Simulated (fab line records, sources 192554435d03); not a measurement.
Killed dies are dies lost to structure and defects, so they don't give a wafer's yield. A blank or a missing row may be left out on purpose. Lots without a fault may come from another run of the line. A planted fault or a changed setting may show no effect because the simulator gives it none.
Problem report in the 8D (eight disciplines) form, filled by code | flow n5_finfet | the parts of the form that need people (team, actions taken, sign-off) are left out

1. THE PROBLEM
trench_depth_nm at N5_BEOL_M10_OCD_MEAS_38 reads a mean of 123.3 nm on 1 wafer of 1 lot; wafers without a fault read 148.5 nm with a standard deviation of 2.1. That is -12 standard deviations from the usual mean.
First seen on wafer L427.1, day 12 04:15, on ocd-02. The record holds 21 wafers of 7 lots with a number at this step. Rule for "out", or "out of limits": more than 4 standard deviations from the usual mean. The other wafers with a number count as sound.

2. WHAT IT IS AND WHAT IT IS NOT
question                    | is                | is not
which readings at this step | trench_depth_nm   | -
which lots                  | L427              | L422, L423, L424, L439, L441, L443
which wafers of those lots  | L427.1            | L427.2, L427.5
read on which gauges        | ocd-02            | ocd-01
when                        | from day 12 04:15 | up to then (11 sound wafers); but 9 sound wafers of L439, L441, L443 came after

3. SUSPECTS, AND WHAT RULES EACH OUT
Counting: a tool at a process step up to the reading stays a suspect if it ran every lot that is out. Sound lots after the first of them don't rule it out here, since some wafers of a struck lot are sound.
- the gauge at N5_BEOL_M10_OCD_MEAS_38: ruled out. All the wafers that are out were read on ocd-02, but those of them that N5_BEOL_M10_THK_MEAS_53 has rows for are out there too, on other tools.
- rie_diel-05 at N5_BEOL_M10_TRENCH_ETCH_37 (etches SiCOH lowk in C4F6/O2, target depth 148.83 nm, time 48 s): kept. It ran the lot that is out, L427 (day 12 04:04); its last sound lot up to then is L424 (day 11 13:31).
Left after counting: rie_diel-05 at N5_BEOL_M10_TRENCH_ETCH_37.

4. THE CAUSE (what the simulator had put in)
Process parameter drift: rie_diel-05, from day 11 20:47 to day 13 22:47, at N5_BEOL_M10_TRENCH_ETCH_37. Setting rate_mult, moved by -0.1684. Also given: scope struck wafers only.
Counting left only this tool.

5. THE CHAIN OF EFFECTS, in route order
Each row: a reading whose mean over the struck wafers that have a number lies more than 3 standard deviations from the usual. Only readings for which the record gives a usual standard deviation are gone through. hours: the time from each lot's start at the first step in this table that gives one to its start at this step, as a median over the lots. sigmas: the change in usual standard deviations.
hours | step                    | reading           | usual         | on struck wafers | change  | sigmas
0     | N5_BEOL_M10_OCD_MEAS_38 | trench_depth_nm   | 148.5 nm      | 123.3            | -25.2   | -12
3     | N5_BEOL_M10_THK_MEAS_53 | M10_THK           | 137.4 nm      | 111.2            | -26.2   | -10
3     | N5_BEOL_M10_RS_MEAS_57  | M10_RS            | 0.1512 ohm/sq | 0.1884           | +0.0372 | +12
37    | N5_BEOL_M15_RC_MEAS_101 | SERP_M10          | 3.08 ohm/um   | 3.84             | +0.76   | +11
37    | N5_BEOL_M15_RC_MEAS_101 | SERP_M10_max_site | 3.16 ohm/um   | 3.93             | +0.77   | +10
Later measuring or inspecting steps at which every struck wafer that the step has a row for has a number for every such reading, and none has moved that far: N5_BEOL_M10_CD_MEAS_35.

6. WHAT WOULD HAVE CAUGHT IT SOONER
In this record the first reading out of limits at a measuring or inspecting step was taken at day 12 04:15, 7 hours after the fault began at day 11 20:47.
Of the tool readings at N5_BEOL_M10_TRENCH_ETCH_37 for which the record gives a usual standard deviation, none was out on any struck wafer, so an alarm limit of 4 standard deviations on them would not have fired.
All the lots that are out (1) had begun N5_BEOL_M10_TRENCH_ETCH_37 on rie_diel-05 by day 12 04:15. A hold on the tool at that time would have spared none of them.
